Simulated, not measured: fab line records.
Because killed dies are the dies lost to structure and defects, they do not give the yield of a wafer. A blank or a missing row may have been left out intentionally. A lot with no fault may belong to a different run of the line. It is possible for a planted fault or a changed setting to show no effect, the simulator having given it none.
2 desks, one fault	flow nandHarc	each desk holds nothing but its own numbers, with what lay behind them at the end

== FROM THE METROLOGY DESK ==
What the gauges read, lot by lot, whatever tool the lot ran on: means of the sampled wafers that have a number. A lot is out of limits, marked OUT, if its mean lies more than 4 standard deviations from the usual mean; the brackets give that distance.
Columns: A = overlayXNm at NHARC_A_M1_OVL_MEAS_10, usual -0.1 nm; B = overlayYNm at NHARC_A_M1_OVL_MEAS_10, usual 0.0 nm
lot	first seen here	A	B
L662	day 17 22:20	-0.3	0.3
L669	day 19 23:38	1.9	0.8
L670	day 20 00:04	-0.7	-0.7
L672	day 20 04:34	10.3 (+14) OUT	-0.7
L671	day 20 09:34	10.3 (+14) OUT	-1.3
L675	day 20 12:37	0.5	-0.4
L678	day 21 00:40	0.4	0.6
L677	day 21 19:54	-0.4	-0.3
L682	day 22 10:16	0.5	0.2
L685	day 23 10:17	-0.9	-0.4
L683	day 23 19:16	0.4	0.2
This desk finds L671, L672 out of limits, L672 being first, at day 20 04:34 (overlayXNm at NHARC_A_M1_OVL_MEAS_10). L662, L669, L670, L675, L678, L677, L682, L685, L683 stayed within limits.

== FOR THE TOOL OWNER'S DESK: arfiScanner-03 ==
The tool's own readings at NHARC_A_M1_EXPOSE_06 (exposes mask A M1, target cd 120 nm): means of the sampled wafers that have a number, for each lot that ran on this tool. A lot is out of limits, marked OUT, if its mean lies more than 4 standard deviations from the usual mean; the brackets give that distance.
Columns: A = focusOffsetNm at NHARC_A_M1_EXPOSE_06, usual -0.1 nm
lot	first seen here	A
L662	day 17 22:07	0.5
L670	day 19 23:51	-0.7
L672	day 20 04:20	0.9
L671	day 20 09:20	0.1
This desk's finding: nothing out of limits on any of the 4 lots.

== PUT TOGETHER ==
Metrology desk: alarm possible at day 20 04:34 on L671, L672.
Nothing out of limits was seen by the tool owner's desk.
Tool owner's desk: L671, L672 on record, inside its limits.
On arfiScanner-03, each named lot ran NHARC_A_M1_EXPOSE_06.

== WHAT THE SIMULATOR HAD INSERTED ==
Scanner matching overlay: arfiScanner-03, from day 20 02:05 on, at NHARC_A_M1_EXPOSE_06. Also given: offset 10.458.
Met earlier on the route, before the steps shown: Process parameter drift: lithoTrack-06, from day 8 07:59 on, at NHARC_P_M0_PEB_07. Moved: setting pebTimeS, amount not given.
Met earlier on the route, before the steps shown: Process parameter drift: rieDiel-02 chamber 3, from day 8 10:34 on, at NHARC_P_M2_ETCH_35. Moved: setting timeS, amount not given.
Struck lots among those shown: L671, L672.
Time in hours between the start of the fault and the first out-of-limits reading at each desk: metrology desk, 2.
